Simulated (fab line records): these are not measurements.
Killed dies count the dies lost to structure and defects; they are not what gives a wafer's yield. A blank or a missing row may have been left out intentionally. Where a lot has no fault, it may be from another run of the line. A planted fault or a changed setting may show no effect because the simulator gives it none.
The tool behind it: which one? + flow nand harc + 13 lots (39 wafers sampled), 1 step of a 1302-step route

== WHAT THE GAUGES READ, wafer by wafer ==
NHARC_P_GATE_CD_MEAS_91: the cd target is 2000 nm.
| lot  | measured     | on        | cd nm (nm)           |
|------|--------------|-----------|----------------------|
| L249 | day 5 17:11  | cd sem-03 | 2001.1 2004.4 2000.9 |
| L251 | day 6 21:07  | cd sem-03 | 1999.4 2001.8 1998.8 |
| L252 | day 6 23:45  | cd sem-01 | 1996.8 1999.8 2001.4 |
| L253 | day 7 05:34  | cd sem-01 | 1999.2 2000.7 2001.3 |
| L256 | day 8 12:13  | cd sem-01 | 1998.9 1998.0 1996.6 |
| L257 | day 8 23:28  | cd sem-02 | 2001.7 2003.2 2001.1 |
| L258 | day 9 12:52  | cd sem-02 | 2004.1 2000.8 2002.3 |
| L264 | day 11 21:34 | cd sem-03 | 2001.9 2001.9 2002.6 |
| L269 | day 14 01:01 | cd sem-03 | 2001.5 2000.7 2002.7 |
| L268 | day 14 02:02 | cd sem-02 | 1999.8 1998.7 2002.0 |
| L270 | day 14 22:01 | cd sem-01 | 2002.6 1998.5 1997.9 |
| L271 | day 15 03:06 | cd sem-03 | 1997.3 1998.8 1997.0 |
| L272 | day 15 16:28 | cd sem-01 | 2000.8 2002.3 1999.1 |

== TOOL THAT RAN EACH LOT (tool first, then ch and the chambers of the sampled wafers, then the start) ==
The record shows no process step preceding these readings.

== AS READ BY THE TOOLS THEMSELVES (means over the sampled wafers that have a number; for cases with no such wafer, the mark the record gives instead) ==
The record holds no such reading with a usual standard deviation.

== THE ANSWER, worked out from the rows above alone ==
Rule: usual is defined by the lots themselves. Put in order of their means at a reading, lots are off if they are a third of the lots or fewer, leave a main group of 4 or more, and stand apart from it by a gap of 3 or more times the standard deviation of the main group's means; of several such gaps the widest counts. A main group whose means are all the same, to the digits that the tables above print for the reading, isn't used. Also off: a lot with no number at a reading for which 4 or more lots have one. Where the step has rows for the other lots, those lots are counted as sound. First the gauges in route order, then the tools' own readings, where a lot's mean is used as printed above. At the first step where some lot is off, the reading lying furthest off is the one used; lots without a number count as furthest.
No lot is off on any of the readings shown, so nothing can be concluded from this.

== WHAT HAD BEEN PUT IN BY THE SIMULATOR ==
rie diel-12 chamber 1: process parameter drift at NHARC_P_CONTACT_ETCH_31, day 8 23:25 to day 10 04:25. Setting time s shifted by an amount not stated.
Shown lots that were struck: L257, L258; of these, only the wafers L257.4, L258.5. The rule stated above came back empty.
